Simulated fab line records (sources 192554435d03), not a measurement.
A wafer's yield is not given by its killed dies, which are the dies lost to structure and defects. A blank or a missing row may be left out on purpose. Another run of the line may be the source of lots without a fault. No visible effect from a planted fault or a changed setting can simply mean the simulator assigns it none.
Split-lot study + flow n5Finfet + route with 1938 steps; 7 lots, 21 wafers read

ON THE SPLIT
At N5_FIN_SAQP_MANDREL_ETCH_22 (etches a-Si in HBr/Cl2, stops on SiNx, target depth 60 nm, bt time 10 s, time 30 s), the setting icpW was moved away from the recipe's 800 W on 9 of the 21 wafers read, by -17.5% to +16.7%. The other wafers ran this setting at the recipe's value.

The reading is taken at the split's own step.

THE READING
SOC_of_FIN_SAQP_COAT_49.thkNm (the simulator's own value, which no gauge read), in nm, at N5_FIN_SAQP_MANDREL_ETCH_22 (etches a-Si in HBr/Cl2, stops on SiNx, target depth 60 nm, bt time 10 s, time 30 s). There is no usual value for it anywhere in the file. Here, 12 wafers ran the recipe; their average is 76.04 nm with a standard deviation of 0.33 nm.

| wafer  | tool, chamber at the split | icpW as run, W | against the recipe | SOC_of_FIN_SAQP_COAT_49.thkNm, nm | against lot-mates on the recipe |
|--------|----------------------------|----------------|--------------------|-----------------------------------|---------------------------------|
| L074.1 | rieSi-06, 1                | 800            | recipe             | 76.11                             | -                               |
| L074.4 | rieSi-06, 2                | 921            | +15.1%             | 74.53                             | -1.56                           |
| L074.5 | rieSi-06, 1                | 800            | recipe             | 76.07                             | -                               |
| L084.1 | rieSi-06, 2                | 800            | recipe             | 76.24                             | -                               |
| L084.2 | rieSi-06, 1                | 660.3          | -17.5%             | 78.19                             | +1.95                           |
| L084.5 | rieSi-06, 2                | 660.3          | -17.5%             | 78.34                             | +2.10                           |
| L086.2 | rieSi-05, 0                | 755.5          | -5.6%              | 77.11                             | +1.68                           |
| L086.5 | rieSi-05, 3                | 755.5          | -5.6%              | 76.94                             | +1.51                           |
| L086.6 | rieSi-05, 2                | 800            | recipe             | 75.43                             | -                               |
| L087.3 | rieSi-06, 0                | 933.8          | +16.7%             | 74.09                             | -1.44                           |
| L087.5 | rieSi-06, 1                | 800            | recipe             | 75.53                             | -                               |
| L087.6 | rieSi-06, 0                | 933.8          | +16.7%             | 74.08                             | -1.45                           |
| L089.2 | rieSi-04, 2                | 800            | recipe             | 76.02                             | -                               |
| L089.4 | rieSi-04, 0                | 800            | recipe             | 75.79                             | -                               |
| L089.6 | rieSi-04, 1                | 800            | recipe             | 76.13                             | -                               |
| L093.1 | rieSi-04, 1                | 800            | recipe             | 76.38                             | -                               |
| L093.2 | rieSi-04, 2                | 800            | recipe             | 76.33                             | -                               |
| L093.4 | rieSi-04, 3                | 800            | recipe             | 76.62                             | -                               |
| L094.3 | rieSi-05, 0                | 800            | recipe             | 75.88                             | -                               |
| L094.4 | rieSi-05, 3                | 677.4          | -15.3%             | 77.73                             | +1.85                           |
| L094.5 | rieSi-05, 3                | 677.4          | -15.3%             | 77.85                             | +1.97                           |

THE FIT
A straight line over all 21 wafers: SOC_of_FIN_SAQP_COAT_49.thkNm changes by -0.119 nm for each +1% of icpW; r = -0.97; the points scatter about the line by 0.29 nm.
The same after taking each lot's own level away (the mean of its wafers on the recipe; 21 wafers): -0.111 nm for each +1%; r = -0.96; scatter 0.32 nm.
That fit puts the effect of the largest move of icpW on the reading at 1.9 nm.
From 75.430 to 76.443 nm: that is the span of the lots' own levels, equal to 3.1 times the standard deviation above.
So the lot-to-lot level changes the slope little: the two slopes agree.
Check: +2.14 nm against its lot-mates is what the line predicts for one of the wafers moved furthest among these (-17.5%) when that wafer is left out of the fit. Against them it came out at +1.95 nm.

OTHER SPLITS ON THESE WAFERS
Other splits were also applied to these wafers ahead of the reading. Each is held against what the fit with the lots' levels taken away leaves over:
| other split on the same wafers          | wafers away from the commonest value | r with SOC_of_FIN_SAQP_COAT_49.thkNm (lot level and that fit taken away) |
|-----------------------------------------|--------------------------------------|--------------------------------------------------------------------------|
| N5_ZERO_LAYER_PECVD_02 timeS            | 7                                    | -0.21                                                                    |
| N5_ZERO_LAYER_EXPOSE_08 doseMj          | 5                                    | -0.14                                                                    |
| N5_PMOS_HMC_CHANNEL_EPI_HM_DEP_34 timeS | 7                                    | +0.16                                                                    |
| N5_PMOS_HMC_CHANNEL_EPI_PEB_07 pebTempC | 10                                   | -0.09                                                                    |
| N5_FIN_SAQP_PEB_14 pebTimeS             | 4                                    | -0.01                                                                    |

THE FILE'S OWN FIT
SOC_of_FIN_SAQP_COAT_49.thkNm changes by -0.113 nm for each +1% of icpW, r = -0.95.
